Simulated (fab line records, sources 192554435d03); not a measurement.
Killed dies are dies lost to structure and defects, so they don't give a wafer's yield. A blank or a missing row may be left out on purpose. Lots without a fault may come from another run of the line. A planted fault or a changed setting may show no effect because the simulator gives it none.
Split-lot experiment | flow n5_finfet | 7 lots, 21 wafers read, on a route of 1938 steps

THE SPLIT
At N5_BEOL_M14_TRENCH_ETCH_34 (etches SiO2 in C4F8/O2/Ar, target depth 556.65 nm, time 126.9 s), the setting bias_w was moved away from the recipe's 2040 W on 9 of the 21 wafers read, by -15.9% to +18.0%. The other wafers ran this setting at the recipe's value.

The reading is taken at the split's own step.

THE READING
rf_vpp_V, in V, at N5_BEOL_M14_TRENCH_ETCH_34 (etches SiO2 in C4F8/O2/Ar, target depth 556.65 nm, time 126.9 s). Fault-free wafers of this fab line usually give 2223 V, standard deviation 33 V.

wafer  | tool, chamber at the split | bias_w as run, W | against the recipe | rf_vpp_V, V | against lot-mates on the recipe
L074.1 | rie_diel-03, 1             | 2040             | recipe             | 2274        | -
L074.2 | rie_diel-03, 2             | 2040             | recipe             | 2231        | -
L074.3 | rie_diel-03, 3             | 2272             | +11.4%             | 2375        | +122
L079.3 | rie_diel-03, 3             | 2407             | +18.0%             | 2470        | +197
L079.5 | rie_diel-03, 1             | 2040             | recipe             | 2273        | -
L079.6 | rie_diel-03, 2             | 2407             | +18.0%             | 2497        | +224
L084.1 | rie_diel-06, 3             | 1715             | -15.9%             | 1883        | -293
L084.2 | rie_diel-06, 1             | 2040             | recipe             | 2176        | -
L084.5 | rie_diel-06, 1             | 1715             | -15.9%             | 1925        | -251
L087.3 | rie_diel-01, 2             | 2040             | recipe             | 2253        | -
L087.5 | rie_diel-01, 3             | 1727             | -15.3%             | 1971        | -282
L087.6 | rie_diel-01, 2             | 2040             | recipe             | 2253        | -
L088.1 | rie_diel-03, 1             | 1881             | -7.8%              | 2146        | -82
L088.2 | rie_diel-03, 2             | 1881             | -7.8%              | 2104        | -124
L088.3 | rie_diel-03, 0             | 2040             | recipe             | 2228        | -
L092.4 | rie_diel-01, 0             | 2040             | recipe             | 2224        | -
L092.5 | rie_diel-01, 1             | 2040             | recipe             | 2231        | -
L092.6 | rie_diel-01, 0             | 1838             | -9.9%              | 2065        | -162
L095.2 | rie_diel-06, 3             | 2040             | recipe             | 2129        | -
L095.3 | rie_diel-06, 1             | 2040             | recipe             | 2178        | -
L095.6 | rie_diel-06, 2             | 2040             | recipe             | 2251        | -

THE FIT
A straight line over all 21 wafers: rf_vpp_V changes by +16.1 V for each +1% of bias_w; r = +0.96; the points scatter about the line by 42 V.
The same after taking each lot's own level away (the mean of its wafers on the recipe; 21 wafers): +14.3 V for each +1%; r = +0.97; scatter 33 V.
On that fit, the largest move of bias_w shifts the reading by 2.6e+02 V.
The lots' own levels span 2176.0 to 2273.0 V, that is 2.9 times the standard deviation above.
So the lot-to-lot level changes the slope: the two fits differ.
Check: with one of the wafers moved furthest among these (+18.0%) left out of the fit, the line predicts +259 V for it against its lot-mates. It came out at +197 V against them.
Tool readings at the split's step, against how far the setting was moved: rf_vpp_V r = +0.96.

THE FILE'S OWN FIT
rf_vpp_V changes by +14.8 V for each +1% of bias_w, r = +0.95.
